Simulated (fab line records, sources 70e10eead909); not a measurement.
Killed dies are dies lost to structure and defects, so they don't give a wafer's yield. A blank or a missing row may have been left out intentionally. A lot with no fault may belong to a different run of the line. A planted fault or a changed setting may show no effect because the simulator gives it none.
A lot that was struck, set against a sound lot / flow nandHarc / 24 out of 1302 route steps
Sound: the wafers L123.1, L123.2, L123.6. The struck wafers were L109.1, L109.4, L109.6. At the end, the cause is stated.
Order at every step that has rows: each side's tool, ch and its chambers, its first start. Under that, the readings that differ: sound wafers / struck wafers / difference of the means / sigmas: that difference in standard deviations of wafers without a fault.
alike: readings with means less than 2 such deviations apart, plus words and numbers identical on both sides. not compared: withheld readings, readings lacking a value on some wafer, bounds such as >300 that could conceal the same value, and numbers that have no deviation in the record and whose values overlap.
Wherever a step has rows on one side only, a row that says differs or no value, or a row with sigmas, the two part there. Non-overlapping numbers with no deviation appear without sigmas and do not part them. A reading missing from all wafers of one side parts the sides only when that side holds two or more wafers.

first, 11 steps without rows for these wafers: NHARC_A_CHANNEL_HOLE_D2_DESCUM_15 (chemistry O2, time 3 s); NHARC_A_CHANNEL_HOLE_D2_ETCH_38 (etches the open film in CF4, target depth 39 nm, time 65 s); NHARC_A_CHANNEL_HOLE_D2_ETCH_39 (etches the open film in N2/H2, target depth 260 nm, time 325 s); NHARC_A_CHANNEL_HOLE_D2_ETCH_34 (etches the open film in CF4/CHF3, target depth 154 nm, time 77 s); NHARC_A_CHANNEL_HOLE_D2_ETCH_16 (etches the open film in O2/COS, target depth 3100 nm, time 806 s); NHARC_A_CHANNEL_HOLE_D2_ETCH_19 (etches the open film in C4F8/O2/Ar, time 34.5 s); NHARC_A_CHANNEL_HOLE_D2_ETCH_20 (etches the open film in C4F8/O2/Ar, time 361.9 s, target depth 1600 nm); NHARC_A_CHANNEL_HOLE_D2_ETCH_21 (etches the open film in C4F8/O2/Ar, time 514.3 s, target depth 1600 nm); NHARC_A_CHANNEL_HOLE_D2_ETCH_22 (etches the open film in C4F8/O2/Ar, time 666.7 s, target depth 1600 nm); NHARC_A_CHANNEL_HOLE_D2_ETCH_23 (etches the open film in C4F8/O2/Ar, time 819 s, target depth 1600 nm); NHARC_A_CHANNEL_HOLE_D2_ETCH_24 (etches the open film in C4F8/O2/Ar, time 906.2 s, target depth 1500 nm).
NHARC_A_CHANNEL_HOLE_D2_ETCH_25: etches the open film in C4F8/O2/Ar, time 1040.2 s, target depth 1500 nm.
  sound on harEtch-01 ch 0,1, day 21 13:52; struck on harEtch-02 ch 0,1, day 16 02:09
  no value came back on the struck wafers for any of 5 readings (c4f8FlowSccm (sccm), chamberPressureMTorr (mTorr) and others); on the sound wafers c4f8FlowSccm (sccm) reads 93.9 93.9 93.9
  not compared: rfHoursCounterH
then, 5 steps without rows for these wafers: NHARC_A_CHANNEL_HOLE_D2_ETCH_26 (etches the open film in C4F8/O2/Ar, time 224.1 s, target depth 300 nm); NHARC_A_CHANNEL_HOLE_D2_ETCH_27 (etches the open film in C4F8/O2/Ar, time 90 s, target depth 400 nm); NHARC_A_CHANNEL_HOLE_D2_STRIP_41 (strips in N2/H2); NHARC_A_CHANNEL_HOLE_D2_STRIP_42 (strips in CF4/CHF3); NHARC_A_CHANNEL_HOLE_D2_STRIP_43 (strips in O2/COS).
NHARC_A_CHANNEL_HOLE_D2_ETCH_44: etches the open film in CF4/O2, target depth 140 nm, overetch 14 nm, time 77 s.
  sound on rieDiel-03 ch 0,2, day 21 15:41; struck on rieDiel-08 ch 0,3, day 16 03:58
reading=drypumpMotorCurrentA (A); sound=4.9 4.8 5.0; struck=6.1 5.9 5.9; difference=+1.1; sigmas=+2
reading=model.A_CHANNEL_HOLE_D2.cdNm (nm); sound=89.49 89.94 90.38; struck=96.92 97.7 97.09; difference=+7.30; sigmas=
  alike: biasW, cf4FlowSccm, oesProductAu, rfVppV, showerheadPlenumPTorr, throttleValvePct
  not compared: rfHoursCounterH
then, 3 steps without rows for these wafers: NHARC_A_CHANNEL_HOLE_D2_STRIP_28 (strips in O2); NHARC_A_CHANNEL_HOLE_D2_PRECLEAN_29 (cleans in SC1); NHARC_A_CHANNEL_HOLE_D2_SRD_30.
NHARC_A_CHANNEL_HOLE_D2_CD_MEAS_31:
  struck on cdSem-03, day 16 04:47; sound on cdSem-01, day 21 16:29
reading=cdNm (nm); sound=89.3 90.6 90.4; struck=-0.2 1.4 0.2; difference=-89.6; sigmas=-64
NHARC_A_CHANNEL_HOLE_D2_XSEM_32:
  sound on xsem-02 ch 0, day 21 16:34; struck on xsem-01 ch 0, day 16 04:52
reading=botCdNm (nm); sound=73.8 75.1 75.5; struck=0.3 1.8 1.0; difference=-73.8; sigmas=-53
reading=bowNm (nm); sound=8.76 8.78 8.76; struck=0.16 0.16 0.16; difference=-8.61; sigmas=-34
  alike: tiltDeg
-- record jumps: 12 days between struck wafers' starts before vs after; left off in module A_CHANNEL_HOLE_D2, resumes in module END, first step shown is number 1302 of the route --
NHARC_END_SORT_01:
  only the struck wafers appear in the record here, on prober-01 ch 0 at day 27 19:46; the sound ones have no rows

WHERE THEY PART
At NHARC_A_CHANNEL_HOLE_D2_ETCH_25 first; at NHARC_END_SORT_01 last (within this record only).

WHY: the cause the simulator had injected
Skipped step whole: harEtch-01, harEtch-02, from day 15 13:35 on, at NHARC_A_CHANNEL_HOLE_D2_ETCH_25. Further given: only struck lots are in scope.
